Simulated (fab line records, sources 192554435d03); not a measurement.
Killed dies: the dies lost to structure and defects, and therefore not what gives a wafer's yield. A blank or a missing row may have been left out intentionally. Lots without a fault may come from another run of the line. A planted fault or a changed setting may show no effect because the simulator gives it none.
Which tool was responsible? | flow n5_finfet | 10 lots, 29 wafers sampled, at 4 steps of a route of 1938

WHAT EACH GAUGE READ, for each wafer
Not one reading of a measure or inspect step in the record can be checked against a usual standard deviation.

WHICH TOOL RAN EACH LOT (tool, then ch and the chambers of the sampled wafers, then the start)
lot  | N5_BEOL_M4_ETCH_77                 | N5_PASSIVATION_VIA_ETCH_13         | N5_PASSIVATION_PASS_ETCH_47        | N5_PASSIVATION_PROBE_49
L396 | rie_diel-05 ch 0,3, day 7 11:48    | rie_diel-06 ch 1,2, day 11 23:16   | rie_diel-03 ch 0,2,3, day 12 02:45 | prober-02, day 12 05:45
L397 | rie_diel-03 ch 0,2,3, day 7 19:40  | rie_diel-04 ch 1,3, day 12 07:44   | rie_diel-03 ch 1,2, day 12 11:19   | prober-01, day 12 14:50
L398 | rie_diel-01 ch 0, day 8 02:59      | rie_diel-06 ch 2, day 13 05:19     | rie_diel-03 ch 1, day 13 11:49     | prober-01, day 13 15:30
L400 | rie_diel-05 ch 2,3, day 8 13:53    | rie_diel-02 ch 0,2,3, day 13 08:08 | rie_diel-03 ch 1,2,3, day 13 13:09 | prober-02, day 13 16:38
L403 | rie_diel-03 ch 0,1,3, day 9 21:01  | rie_diel-02 ch 2,3, day 14 01:14   | rie_diel-05 ch 0,1,2, day 14 04:56 | prober-01, day 14 07:57
L405 | rie_diel-03 ch 0,2,3, day 9 22:53  | rie_diel-04 ch 0,2,3, day 14 01:46 | rie_diel-01 ch 0,2,3, day 14 05:08 | prober-01, day 14 08:40
L406 | rie_diel-05 ch 0,2,3, day 10 20:52 | rie_diel-02 ch 1,2,3, day 16 05:49 | rie_diel-05 ch 0,1,2, day 16 08:59 | prober-02, day 16 12:03
L409 | rie_diel-03 ch 0,1, day 11 05:23   | rie_diel-06 ch 1,2, day 16 12:40   | rie_diel-01 ch 0,2,3, day 16 16:22 | prober-02, day 16 19:23
L412 | rie_diel-05 ch 0,3, day 11 14:02   | rie_diel-02 ch 0,1,3, day 16 14:20 | rie_diel-03 ch 1,2, day 16 17:32   | prober-02, day 16 20:37
L416 | rie_diel-03 ch 1,3, day 13 03:04   | rie_diel-04 ch 0,1,3, day 17 20:55 | rie_diel-03 ch 1,2,3, day 18 00:25 | prober-02, day 18 03:32
- N5_BEOL_M4_ETCH_77: etches underlayer in N2/H2, target depth 6.5 nm, time 5.2 s.
- N5_PASSIVATION_VIA_ETCH_13: etches SiO2 in CHF3/O2, target depth 660 nm, time 330 s.
- N5_PASSIVATION_PASS_ETCH_47: etches SiNx in CF4/O2, target depth 770 nm, time 385 s.
- N5_PASSIVATION_PROBE_49

AS READ BY THE TOOLS THEMSELVES (means over the sampled wafers that have a number; for cases with no such wafer, the mark the record gives instead)
N5_BEOL_M4_ETCH_77.
lot  | tool        | drypump_motor_current_A (A) | etch_rf_on_time_s (s) | oes_product_au (a.u.) | rf_vpp_V (V) | showerhead_plenum_p_Torr (Torr) | throttle_valve_pct (%)
L396 | rie_diel-05 | 5.2                         | 5.16                  | 0.76                  | 525          | 2.55                            | 17.3
L397 | rie_diel-03 | 5.6                         | 5.27                  | 0.69                  | 526          | 2.59                            | 17.7
L398 | rie_diel-01 | 5.8                         | 5.22                  | 0.81                  | 524          | 2.59                            | 17.8
L400 | rie_diel-05 | 6.1                         | 5.14                  | 0.71                  | 523          | 2.47                            | 17.4
L403 | rie_diel-03 | 5.3                         | 5.21                  | 0.69                  | 524          | 2.60                            | 17.9
L405 | rie_diel-03 | 5.6                         | 5.24                  | 0.67                  | 523          | 2.58                            | 17.8
L406 | rie_diel-05 | 5.6                         | 5.22                  | 0.68                  | 522          | 2.51                            | 17.5
L409 | rie_diel-03 | 5.3                         | 5.18                  | 0.65                  | 522          | 2.52                            | 18.3
L412 | rie_diel-05 | 5.2                         | 5.28                  | 0.71                  | 525          | 2.54                            | 17.4
L416 | rie_diel-03 | 5.3                         | 5.32                  | 0.68                  | 528          | 2.66                            | 17.7

N5_PASSIVATION_VIA_ETCH_13.
lot  | tool        | CHF3_flow_sccm (sccm) | drypump_motor_current_A (A) | etch_rf_on_time_s (s) | oes_f_703_au (a.u.) | oes_product_au (a.u.) | rf_vpp_V (V) | showerhead_plenum_p_Torr (Torr) | throttle_valve_pct (%)
L396 | rie_diel-06 | 49.98                 | 5.6                         | 232                   | 0.81                | 0.72                  | 531          | 2.36                            | 19.00
L397 | rie_diel-04 | 50.00                 | 5.3                         | 235                   | 0.78                | 0.71                  | 530          | 2.45                            | 18.97
L398 | rie_diel-06 | 50.22                 | 6.1                         | 230                   | 0.76                | 0.68                  | 530          | 2.37                            | 18.77
L400 | rie_diel-02 | 49.94                 | 5.4                         | 232                   | 0.90                | 0.81                  | 525          | 2.43                            | 18.86
L403 | rie_diel-02 | 50.06                 | 5.8                         | 229                   | 0.88                | 0.78                  | 520          | 2.41                            | 18.78
L405 | rie_diel-04 | 50.02                 | 5.6                         | 238                   | 0.74                | 0.66                  | 524          | 2.38                            | 18.94
L406 | rie_diel-02 | 50.06                 | 5.8                         | 229                   | 0.88                | 0.79                  | 533          | 2.41                            | 18.80
L409 | rie_diel-06 | 50.06                 | 5.6                         | 222                   | 0.78                | 0.70                  | 529          | 2.34                            | 19.06
L412 | rie_diel-02 | 50.10                 | 5.5                         | 236                   | 0.88                | 0.80                  | 538          | 2.42                            | 18.90
L416 | rie_diel-04 | 49.93                 | 5.4                         | 245                   | 0.85                | 0.77                  | 538          | 2.39                            | 18.86

N5_PASSIVATION_PASS_ETCH_47.
lot  | tool        | cf4_flow_sccm (sccm) | drypump_motor_current_A (A) | oes_f_703_au (a.u.) | oes_product_au (a.u.) | rf_vpp_V (V) | showerhead_plenum_p_Torr (Torr) | throttle_valve_pct (%)
L396 | rie_diel-03 | 100.01               | 5.7                         | 0.76                | 0.77                  | 246          | 2.24                            | 15.94
L397 | rie_diel-03 | 100.35               | 5.6                         | 0.87                | 0.85                  | 247          | 2.33                            | 15.67
L398 | rie_diel-03 | 100.49               | 5.0                         | 0.90                | 0.86                  | 246          | 2.33                            | 15.77
L400 | rie_diel-03 | 100.02               | 5.5                         | 0.82                | 0.81                  | 247          | 2.32                            | 15.77
L403 | rie_diel-05 | 99.97                | 5.3                         | 0.87                | 0.86                  | 240          | 2.17                            | 15.81
L405 | rie_diel-01 | 99.73                | 5.8                         | 0.81                | 0.81                  | 239          | 2.25                            | 15.85
L406 | rie_diel-05 | 100.14               | 5.4                         | 0.84                | 0.82                  | 240          | 2.16                            | 15.83
L409 | rie_diel-01 | 100.14               | 5.8                         | 0.78                | 0.79                  | 239          | 2.25                            | 15.90
L412 | rie_diel-03 | 100.07               | 5.7                         | 0.82                | 0.80                  | 247          | 2.31                            | 15.74
L416 | rie_diel-03 | 99.91                | 5.5                         | 0.78                | 0.77                  | 247          | 2.30                            | 15.85

N5_PASSIVATION_PROBE_49.
lot  | tool      | defect_limited_yield (%) | killed_at_M0_to_M3 | killed_at_M4_up | killed_at_contacts | killed_at_front_end | killed_at_other | killed_dies | killed_open | killed_short | sort_bin_4_leakage (%) | sort_bin_5_function (%) | sort_bin_6_memory (%) | sort_n_pass | sort_yield_pct (%)
L396 | prober-02 | 91.3                     | 29                 | 18              | 6                  | 42                  | 7               | 102         | 64          | 33           | 0.0                    | 4.9                     | 3.4                   | 1078        | 91.3
L397 | prober-01 | 91.2                     | 37                 | 15              | 9                  | 37                  | 5               | 104         | 69          | 29           | 0.0                    | 5.1                     | 3.0                   | 1076        | 91.2
L398 | prober-01 | 89.5                     | 35                 | 12              | 18                 | 54                  | 4               | 124         | 86          | 38           | 0.0                    | 6.5                     | 3.8                   | 1056        | 89.5
L400 | prober-02 | 91.1                     | 37                 | 15              | 16                 | 34                  | 3               | 105         | 70          | 33           | 0.1                    | 5.5                     | 3.2                   | 1074        | 91.0
L403 | prober-01 | 91.0                     | 49                 | 13              | 10                 | 25                  | 10              | 106         | 69          | 31           | 0.0                    | 5.1                     | 3.6                   | 1074        | 91.0
L405 | prober-01 | 89.9                     | 36                 | 21              | 10                 | 50                  | 1               | 119         | 84          | 31           | 0.0                    | 6.1                     | 3.7                   | 1061        | 89.9
L406 | prober-02 | 90.4                     | 30                 | 19              | 16                 | 45                  | 2               | 113         | 78          | 29           | 0.1                    | 5.2                     | 3.8                   | 1066        | 90.4
L409 | prober-02 | 91.7                     | 30                 | 10              | 11                 | 45                  | 3               | 98          | 59          | 36           | 0.0                    | 4.9                     | 2.9                   | 1082        | 91.7
L412 | prober-02 | 85.8                     | 47                 | 59              | 19                 | 38                  | 4               | 168         | 78          | 41           | 0.0                    | 8.3                     | 4.4                   | 1012        | 85.8
L416 | prober-02 | 90.4                     | 33                 | 13              | 19                 | 45                  | 3               | 113         | 68          | 41           | 0.0                    | 5.3                     | 3.6                   | 1067        | 90.4

THE ANSWER, worked out from the rows above alone
Rule: usual is defined by the lots themselves. The widest of any qualifying gaps counts: lots, ordered by their means at a reading, are off when they make up no more than a third of the lots, leave a main group of 4 or more, and stand apart from it by 3 or more times the standard deviation of that group's means. Not used: any main group whose means are identical at the precision the tables above print for the reading. A lot without any number at a reading at which 4 lots or more have one is off too. Any other lot the step has rows for is counted as sound. Order of review: gauges by route order, followed by the tools' own readings, for which a lot's mean as printed above is used. The first step at which some lot is off is used, and at that step the reading that is off furthest; a lot without a number counts as furthest.
Off: L412 (N5_PASSIVATION_PROBE_49, killed_at_M4_up). Mean 15 and standard deviation 3.4 in the main group.
A tool fits if, at that step or a process step before it, it ran every lot that is off, and no sound lot after the first of them. This does not decide it: 2 tools fit, namely rie_diel-05 at N5_BEOL_M4_ETCH_77 and rie_diel-02 at N5_PASSIVATION_VIA_ETCH_13.

WHAT THE SIMULATOR PUT IN
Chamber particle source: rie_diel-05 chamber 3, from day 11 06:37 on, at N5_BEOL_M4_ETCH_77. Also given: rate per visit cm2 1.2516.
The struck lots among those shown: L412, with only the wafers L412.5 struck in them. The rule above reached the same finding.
